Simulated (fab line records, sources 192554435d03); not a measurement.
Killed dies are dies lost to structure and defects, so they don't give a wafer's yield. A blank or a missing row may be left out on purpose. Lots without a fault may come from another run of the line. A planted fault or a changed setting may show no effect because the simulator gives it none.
Which tool did it? | flow n5_finfet | 24 lots, 72 wafers sampled, at 5 steps of a route of 1938

WHAT THE GAUGES READ, wafer by wafer
N5_BEOL_M0_INSPECT_127: inspects for defects (darkfield).
lot  | measured     | on                | raw_defect_count
L074 | day 5 22:36  | defect_inspect-01 | 99 58 79
L075 | day 6 07:07  | defect_inspect-01 | 54 125 61
L076 | day 6 16:29  | defect_inspect-01 | 70 54 76
L077 | day 6 18:26  | defect_inspect-01 | 33 66 60
L078 | day 6 20:49  | defect_inspect-01 | 75 109 116
L079 | day 7 06:02  | defect_inspect-01 | 98 85 68
L080 | day 7 19:58  | defect_inspect-01 | 36 40 47
L081 | day 7 18:51  | defect_inspect-02 | 73 48 44
L082 | day 8 03:44  | defect_inspect-02 | 86 69 92
L083 | day 8 09:25  | defect_inspect-01 | 63 37 86
L084 | day 8 13:38  | defect_inspect-02 | 42 55 58
L086 | day 9 02:07  | defect_inspect-02 | 59 44 75
L085 | day 9 04:55  | defect_inspect-02 | 106 63 61
L087 | day 9 11:31  | defect_inspect-02 | 87 37 40
L089 | day 9 18:00  | defect_inspect-01 | 44 60 37
L088 | day 9 22:08  | defect_inspect-02 | 79 56 56
L090 | day 10 03:46 | defect_inspect-02 | 33 80 48
L091 | day 10 06:39 | defect_inspect-01 | 116 42 56
L092 | day 10 18:43 | defect_inspect-01 | 85 78 91
L093 | day 10 22:14 | defect_inspect-02 | 73 139 60
L094 | day 11 03:05 | defect_inspect-02 | 60 112 98
L095 | day 11 07:58 | defect_inspect-02 | 75 51 72
L096 | day 11 13:53 | defect_inspect-01 | 55 45 55
L097 | day 12 14:14 | defect_inspect-01 | 67 53 36

N5_BEOL_M1_CD_MEAS_35: target cd 18 nm, target cd y 21 nm.
lot  | measured     | on        | cd_nm (nm)
L074 | day 6 09:35  | cd_sem-01 | 18.1 18.1 18.5
L075 | day 6 19:35  | cd_sem-02 | 18.1 18.6 18.6
L076 | day 6 19:47  | cd_sem-01 | 17.9 17.8 18.0
L077 | day 7 01:27  | cd_sem-02 | 18.2 18.1 17.7
L078 | day 7 01:55  | cd_sem-02 | 17.9 17.9 17.7
L079 | day 7 11:55  | cd_sem-03 | 17.9 18.4 18.1
L080 | day 8 13:20  | cd_sem-03 | 17.9 17.7 18.2
L081 | day 8 13:00  | cd_sem-02 | 18.2 18.0 17.3
L082 | day 8 16:35  | cd_sem-02 | 18.3 17.1 18.2
L083 | day 8 16:21  | cd_sem-02 | 17.8 17.1 18.0
L084 | day 8 21:37  | cd_sem-03 | 17.7 17.9 17.1
L086 | day 9 14:13  | cd_sem-03 | 17.8 18.1 17.8
L085 | day 9 13:09  | cd_sem-01 | 17.4 17.6 17.9
L087 | day 9 22:45  | cd_sem-02 | 18.2 18.3 17.8
L089 | day 10 02:22 | cd_sem-02 | 17.8 17.8 18.3
L088 | day 10 06:27 | cd_sem-02 | 18.3 17.9 17.9
L090 | day 10 16:56 | cd_sem-02 | 18.1 17.7 17.8
L091 | day 10 19:59 | cd_sem-03 | 18.0 18.5 18.2
L092 | day 11 11:26 | cd_sem-01 | 18.1 17.9 18.0
L093 | day 11 15:28 | cd_sem-02 | 17.8 17.9 17.8
L094 | day 11 16:19 | cd_sem-02 | 17.8 18.0 17.6
L095 | day 12 05:01 | cd_sem-01 | 18.0 18.1 18.0
L096 | day 12 14:50 | cd_sem-01 | 18.0 17.5 17.7
L097 | day 13 03:35 | cd_sem-03 | 17.7 18.4 17.7

WHICH TOOL RAN EACH LOT (tool, then ch and the chambers of the sampled wafers, then the start)
lot  | N5_BEOL_M0_CUTY_ETCH_62            | N5_BEOL_M0_SPUTTER_141       | N5_BEOL_M1_STRIP_19
L074 | rie_diel-03 ch 0,3, day 5 16:16    | pvd_sputter-02, day 5 21:26  | rie_diel-02 ch 1,2, day 6 01:27
L075 | rie_diel-01 ch 0,1,2, day 6 01:16  | pvd_sputter-02, day 6 05:59  | rie_diel-02 ch 1,2, day 6 10:09
L076 | rie_diel-03 ch 0,3, day 6 06:53    | pvd_sputter-02, day 6 14:59  | rie_diel-06 ch 0,3, day 6 17:44
L077 | rie_diel-04 ch 0,1,3, day 6 11:03  | pvd_sputter-02, day 6 17:22  | rie_diel-06 ch 0,1,3, day 6 20:19
L078 | rie_diel-04 ch 0,1,3, day 6 15:59  | pvd_sputter-01, day 6 19:44  | rie_diel-05 ch 1,2,3, day 6 23:23
L079 | rie_diel-01 ch 0,3, day 6 21:54    | pvd_sputter-01, day 7 04:58  | rie_diel-05 ch 1,2,3, day 7 08:20
L080 | rie_diel-04 ch 0,1, day 7 13:04    | pvd_sputter-03, day 7 18:53  | rie_diel-02 ch 0,1,2, day 7 23:19
L081 | rie_diel-01 ch 0,2,3, day 7 14:05  | pvd_sputter-02, day 7 17:39  | rie_diel-06 ch 0,1,2, day 7 23:02
L082 | rie_diel-01 ch 0,1,3, day 7 17:58  | pvd_sputter-02, day 8 02:40  | rie_diel-06 ch 2,3, day 8 05:08
L083 | rie_diel-04 ch 0,3, day 8 00:45    | pvd_sputter-01, day 8 08:20  | rie_diel-02 ch 0,1,2, day 8 13:04
L084 | rie_diel-04 ch 0,3, day 8 07:07    | pvd_sputter-01, day 8 12:30  | rie_diel-06 ch 0,1,2, day 8 16:57
L086 | rie_diel-01 ch 0,1,3, day 8 19:35  | pvd_sputter-02, day 9 01:01  | rie_diel-02 ch 2,3, day 9 03:53
L085 | rie_diel-01 ch 1,3, day 8 23:36    | pvd_sputter-02, day 9 03:50  | rie_diel-05 ch 0,1,2, day 9 08:13
L087 | rie_diel-04 ch 0,1,2, day 9 04:17  | pvd_sputter-03, day 9 09:34  | rie_diel-06 ch 0,1,2, day 9 14:53
L089 | rie_diel-01 ch 1,2,3, day 9 11:24  | pvd_sputter-03, day 9 16:47  | rie_diel-06 ch 0,1,2, day 9 19:49
L088 | rie_diel-04 ch 0,1,3, day 9 15:46  | pvd_sputter-01, day 9 21:04  | rie_diel-06 ch 0,2, day 9 23:20
L090 | rie_diel-04 ch 0,3, day 9 19:58    | pvd_sputter-03, day 10 02:21 | rie_diel-05 ch 2,3, day 10 06:44
L091 | rie_diel-03 ch 0,1,3, day 10 01:02 | pvd_sputter-03, day 10 05:34 | rie_diel-06 ch 0,1,3, day 10 08:17
L092 | rie_diel-04 ch 0,1,3, day 10 11:40 | pvd_sputter-02, day 10 17:35 | rie_diel-05 ch 0,1,2, day 10 20:45
L093 | rie_diel-01 ch 0,1,3, day 10 12:57 | pvd_sputter-01, day 10 21:00 | rie_diel-05 ch 0,1,2, day 11 02:09
L094 | rie_diel-01 ch 0,2,3, day 10 16:36 | pvd_sputter-03, day 11 01:40 | rie_diel-02 ch 1,2,3, day 11 05:13
L095 | rie_diel-01 ch 0,1,3, day 11 01:11 | pvd_sputter-01, day 11 06:17 | rie_diel-02 ch 0,1,3, day 11 11:05
L096 | rie_diel-04 ch 0,1,3, day 11 08:44 | pvd_sputter-02, day 11 12:38 | rie_diel-06 ch 1,3, day 11 16:22
L097 | rie_diel-04 ch 0,1,3, day 12 06:53 | pvd_sputter-03, day 12 13:07 | rie_diel-06 ch 2,3, day 12 16:23
- N5_BEOL_M0_CUTY_ETCH_62: etches SiARC in CF4, time 58.5 s.
- N5_BEOL_M0_SPUTTER_141: material Cu, target thk 4 nm, time 7.37 s.
- N5_BEOL_M1_STRIP_19: strips in O2.

WHAT THE TOOLS THEMSELVES READ (means of the sampled wafers that have a number; where no wafer has one, the mark that the record gives instead)
N5_BEOL_M0_CUTY_ETCH_62.
lot  | tool        | drypump_motor_current_A (A) | etch_rf_on_time_s (s) | oes_product_au (a.u.) | rf_vpp_V (V) | showerhead_plenum_p_Torr (Torr) | throttle_valve_pct (%)
L074 | rie_diel-03 | 5.0                         | 58.6                  | 0.62                  | 185.4        | 2.18                            | 15.79
L075 | rie_diel-01 | 5.4                         | 57.7                  | 0.77                  | 185.5        | 2.24                            | 15.44
L076 | rie_diel-03 | 5.3                         | 58.0                  | 0.60                  | 183.5        | 2.15                            | 15.75
L077 | rie_diel-04 | 5.4                         | 58.9                  | 0.73                  | 184.1        | 2.13                            | 15.49
L078 | rie_diel-04 | 5.4                         | 59.6                  | 0.72                  | 183.1        | 2.13                            | 15.51
L079 | rie_diel-01 | 5.9                         | 57.9                  | 0.73                  | 183.6        | 2.14                            | 15.47
L080 | rie_diel-04 | 5.2                         | 58.9                  | 0.77                  | 183.5        | 2.16                            | 15.34
L081 | rie_diel-01 | 5.8                         | 57.8                  | 0.77                  | 184.9        | 2.18                            | 15.47
L082 | rie_diel-01 | 5.7                         | 57.8                  | 0.74                  | 184.2        | 2.18                            | 15.50
L083 | rie_diel-04 | 5.6                         | 59.2                  | 0.71                  | 183.7        | 2.08                            | 15.61
L084 | rie_diel-04 | 5.6                         | 59.1                  | 0.70                  | 183.3        | 2.08                            | 15.60
L086 | rie_diel-01 | 5.7                         | 57.6                  | 0.73                  | 184.4        | 2.18                            | 15.51
L085 | rie_diel-01 | 5.9                         | 57.4                  | 0.76                  | 184.4        | 2.16                            | 15.54
L087 | rie_diel-04 | 5.5                         | 57.9                  | 0.73                  | 184.9        | 2.17                            | 15.36
L089 | rie_diel-01 | 5.6                         | 57.7                  | 0.75                  | 184.5        | 2.21                            | 15.50
L088 | rie_diel-04 | 5.4                         | 57.8                  | 0.78                  | 185.1        | 2.21                            | 15.39
L090 | rie_diel-04 | 5.8                         | 57.2                  | 0.81                  | 184.7        | 2.22                            | 15.49
L091 | rie_diel-03 | 5.6                         | 58.5                  | 0.71                  | 183.7        | 2.19                            | 15.57
L092 | rie_diel-04 | 5.5                         | 58.8                  | 0.76                  | 185.0        | 2.21                            | 15.41
L093 | rie_diel-01 | 5.7                         | 57.4                  | 0.72                  | 184.8        | 2.17                            | 15.55
L094 | rie_diel-01 | 5.8                         | 58.0                  | 0.72                  | 184.7        | 2.17                            | 15.52
L095 | rie_diel-01 | 5.7                         | 57.7                  | 0.71                  | 184.1        | 2.17                            | 15.56
L096 | rie_diel-04 | 5.5                         | 58.1                  | 0.75                  | 185.3        | 2.21                            | 15.43
L097 | rie_diel-04 | 5.5                         | 57.4                  | 0.75                  | 183.7        | 2.20                            | 15.45

N5_BEOL_M0_SPUTTER_141.
lot  | tool           | chamber_pressure_pa (Pa) | throttle_valve_pct (%)
L074 | pvd_sputter-02 | 0.07                     | 30.6
L075 | pvd_sputter-02 | 0.07                     | 30.3
L076 | pvd_sputter-02 | 0.07                     | 30.0
L077 | pvd_sputter-02 | 0.07                     | 29.9
L078 | pvd_sputter-01 | 0.07                     | 31.2
L079 | pvd_sputter-01 | 0.07                     | 30.9
L080 | pvd_sputter-03 | 0.07                     | 30.3
L081 | pvd_sputter-02 | 0.07                     | 30.5
L082 | pvd_sputter-02 | 0.07                     | 30.5
L083 | pvd_sputter-01 | 0.07                     | 31.3
L084 | pvd_sputter-01 | 0.07                     | 31.3
L086 | pvd_sputter-02 | 0.07                     | 30.3
L085 | pvd_sputter-02 | 0.07                     | 30.4
L087 | pvd_sputter-03 | 0.07                     | 30.0
L089 | pvd_sputter-03 | 0.07                     | 30.3
L088 | pvd_sputter-01 | 0.07                     | 30.9
L090 | pvd_sputter-03 | 0.07                     | 30.0
L091 | pvd_sputter-03 | 0.07                     | 30.0
L092 | pvd_sputter-02 | 0.07                     | 30.0
L093 | pvd_sputter-01 | 0.07                     | 31.2
L094 | pvd_sputter-03 | 0.07                     | 30.2
L095 | pvd_sputter-01 | 0.07                     | 30.7
L096 | pvd_sputter-02 | 0.07                     | 30.6
L097 | pvd_sputter-03 | 0.07                     | 30.0

N5_BEOL_M1_STRIP_19.
lot  | tool        | drypump_motor_current_A (A) | o2_flow_sccm (sccm) | oes_product_au (a.u.) | rf_vpp_V (V) | showerhead_plenum_p_Torr (Torr) | throttle_valve_pct (%)
L074 | rie_diel-02 | 6.2                         | 225.6               | 0.88                  | 3.7          | 2.18                            | 16.60
L075 | rie_diel-02 | 6.2                         | 224.8               | 0.88                  | 3.4          | 2.18                            | 16.63
L076 | rie_diel-06 | 5.9                         | 225.6               | 0.79                  | 4.1          | 2.05                            | 16.70
L077 | rie_diel-06 | 5.8                         | 224.6               | 0.79                  | 4.0          | 2.05                            | 16.65
L078 | rie_diel-05 | 5.7                         | 224.8               | 0.82                  | 3.4          | 2.12                            | 16.41
L079 | rie_diel-05 | 5.7                         | 225.1               | 0.82                  | 3.8          | 2.12                            | 16.41
L080 | rie_diel-02 | 6.1                         | 225.4               | 0.85                  | 3.4          | 2.17                            | 16.52
L081 | rie_diel-06 | 6.0                         | 224.9               | 0.74                  | 3.7          | 2.06                            | 16.70
L082 | rie_diel-06 | 6.3                         | 224.7               | 0.73                  | 4.1          | 2.06                            | 16.89
L083 | rie_diel-02 | 6.1                         | 224.9               | 0.85                  | 3.9          | 2.16                            | 16.53
L084 | rie_diel-06 | 6.0                         | 225.2               | 0.74                  | 3.3          | 2.06                            | 16.70
L086 | rie_diel-02 | 5.2                         | 224.6               | 0.83                  | 3.9          | 2.06                            | 16.46
L085 | rie_diel-05 | 5.5                         | 224.8               | 0.80                  | 3.6          | 2.11                            | 16.48
L087 | rie_diel-06 | 6.0                         | 225.2               | 0.73                  | 3.1          | 2.06                            | 16.72
L089 | rie_diel-06 | 6.0                         | 224.6               | 0.73                  | 3.5          | 2.06                            | 16.71
L088 | rie_diel-06 | 6.5                         | 225.2               | 0.69                  | 3.7          | 2.07                            | 16.82
L090 | rie_diel-05 | 5.6                         | 224.8               | 0.80                  | 3.7          | 2.15                            | 16.45
L091 | rie_diel-06 | 5.7                         | 224.4               | 0.76                  | 3.5          | 2.05                            | 16.68
L092 | rie_diel-05 | 5.4                         | 225.5               | 0.79                  | 3.4          | 2.10                            | 16.49
L093 | rie_diel-05 | 5.4                         | 224.9               | 0.79                  | 3.8          | 2.10                            | 16.49
L094 | rie_diel-02 | 5.7                         | 224.4               | 0.82                  | 4.1          | 2.13                            | 16.56
L095 | rie_diel-02 | 5.6                         | 225.0               | 0.82                  | 3.4          | 2.12                            | 16.44
L096 | rie_diel-06 | 5.6                         | 225.0               | 0.78                  | 2.9          | 2.03                            | 16.80
L097 | rie_diel-06 | 6.3                         | 225.2               | 0.90                  | 3.8          | 2.05                            | 16.64

THE ANSWER, worked out from the rows above alone
Rule: what is usual is taken from the lots themselves. Put in order of their means at a reading, lots are off if they are a third of the lots or fewer, leave a main group of 4 or more, and stand apart from it by a gap of 3 or more times the standard deviation of the main group's means; of several such gaps the widest counts. A main group whose means are all the same, to the digits that the tables above print for the reading, isn't used. A lot without any number at a reading at which 4 lots or more have one is off too. The other lots that the step has rows for count as sound. The gauges are gone through in route order, then the tools' own readings, and for those a lot's mean is taken as printed above. The first step at which some lot is off is used, and at that step the reading that is off furthest; a lot without a number counts as furthest.
No lot is off at any reading shown: from this, nothing can be told.

WHAT THE SIMULATOR HAD PUT IN
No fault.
